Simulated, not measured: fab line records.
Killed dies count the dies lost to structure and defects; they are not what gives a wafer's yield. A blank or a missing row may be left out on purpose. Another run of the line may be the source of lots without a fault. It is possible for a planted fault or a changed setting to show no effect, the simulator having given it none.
What tool caused it? ; flow n5 finfet ; 11 lots, 33 wafers sampled, at 3 steps of a route of 1938

## WHAT THE GAUGES SHOWED, per wafer
N5_BEOL_M14_THK_MEAS_01.
lot;measured;on;M14_ILD_THK (nm)
L706;day 10 20:36;film metro-02;1099 1123 1125
L709;day 11 18:50;film metro-02;1076 1108 1101
L710;day 11 19:25;film metro-01;1085 1116 1103
L711;day 11 23:06;film metro-01;1112 1106 1115
L715;day 13 03:25;film metro-01;1082 1109 1102
L714;day 13 09:25;film metro-01;1071 1121 1107
L716;day 13 12:26;film metro-01;1120 1123 1146
L720;day 15 12:22;film metro-02;1105 1131 1131
L725;day 16 03:32;film metro-01;1121 1134 1119
L724;day 16 20:01;film metro-02;1119 1094 1138
L727;day 17 01:35;film metro-02;1139 1142 1153

N5_BEOL_M14_INSPECT_30: inspects for defects (macro).
lot;measured;on;raw defect count
L706;day 10 22:08;defect inspect-01;2 3 3
L709;day 11 20:02;defect inspect-01;1 4 2
L710;day 11 20:44;defect inspect-01;1 0 0
L711;day 12 00:26;defect inspect-01;8 3 0
L715;day 13 04:57;defect inspect-02;3 2 4
L714;day 13 10:46;defect inspect-01;2 1 3
L716;day 13 13:53;defect inspect-02;5 2 3
L720;day 15 14:29;defect inspect-01;0 3 2
L725;day 16 05:07;defect inspect-02;0 3 2
L724;day 16 21:22;defect inspect-02;3 3 1
L727;day 17 02:55;defect inspect-01;1 2 2

## WHAT TOOL EACH LOT RAN ON (gives the tool, then ch and the chambers of the sampled wafers, and finally the start)
lot;N5_BEOL_M14_COAT_66
L706;litho track-03 ch 0, day 10 21:48
L709;litho track-01 ch 0, day 11 19:42
L710;litho track-03 ch 0, day 11 20:17
L711;litho track-01 ch 0, day 12 00:05
L715;litho track-04 ch 0, day 13 04:37
L714;litho track-01 ch 0, day 13 10:17
L716;litho track-04 ch 0, day 13 13:26
L720;litho track-01 ch 0, day 15 14:08
L725;litho track-01 ch 0, day 16 04:40
L724;litho track-04 ch 0, day 16 20:53
L727;litho track-04 ch 0, day 17 02:35
- N5_BEOL_M14_COAT_66: time 60 s, resist thk 110 nm.

## AS READ BY THE TOOLS THEMSELVES (means over the sampled wafers that have a number; for cases with no such wafer, the mark the record gives instead)
N5_BEOL_M14_COAT_66.
lot;tool;resist line temp C (C);spin speed rpm (rpm)
L706;litho track-03;23.03;1500.1
L709;litho track-01;22.92;1499.9
L710;litho track-03;22.94;1499.8
L711;litho track-01;23.04;1499.9
L715;litho track-04;22.99;1500.4
L714;litho track-01;22.95;1499.6
L716;litho track-04;22.93;1500.5
L720;litho track-01;22.93;1389.9
L725;litho track-01;23.11;1392.1
L724;litho track-04;23.08;1499.6
L727;litho track-04;23.07;1500.3

## THE ANSWER, worked out from the rows above alone
Rule: the usual values come from the lots themselves. The widest of any qualifying gaps counts: lots, ordered by their means at a reading, are off when they make up no more than a third of the lots, leave a main group of 4 or more, and stand apart from it by 3 or more times the standard deviation of that group's means. If all means in a main group match to the digits the tables above print for the reading, that group is not used. Also off: a lot with no number at a reading for which 4 or more lots have one. The other lots that the step has rows for count as sound. After the gauges, taken in route order, come the tools' own readings; for these a lot's mean is taken, as printed above. At the first step where some lot is off, the reading lying furthest off is the one used; lots without a number count as furthest.
Off: L720, L725 (N5_BEOL_M14_COAT_66, spin speed rpm). Main group: mean 1500.0 rpm, sd 0.31.
If a tool, at that step or one of the process steps before it, ran each lot that is off and ran no sound lot following the first of them, it fits. One candidate fits, namely litho track-01 at N5_BEOL_M14_COAT_66. Its last sound lot is L714 (day 13 10:17), its first lot that is off L720 (day 15 14:08): a fault that began between those two fits.
The tool's own readings at N5_BEOL_M14_COAT_66 bear it out: on the lots that are off they differ by more than 5 times the standard deviation of the sound lots' means. spin speed rpm reads 1391.0 rpm there against 1500.0 rpm on the sound lots.

## WHAT WAS PUT IN BY THE SIMULATOR
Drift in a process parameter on litho track-01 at N5_BEOL_M14_COAT_66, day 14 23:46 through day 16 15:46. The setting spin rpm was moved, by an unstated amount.
Struck lots among those shown: L720, L725. This agrees with what the rule above found.
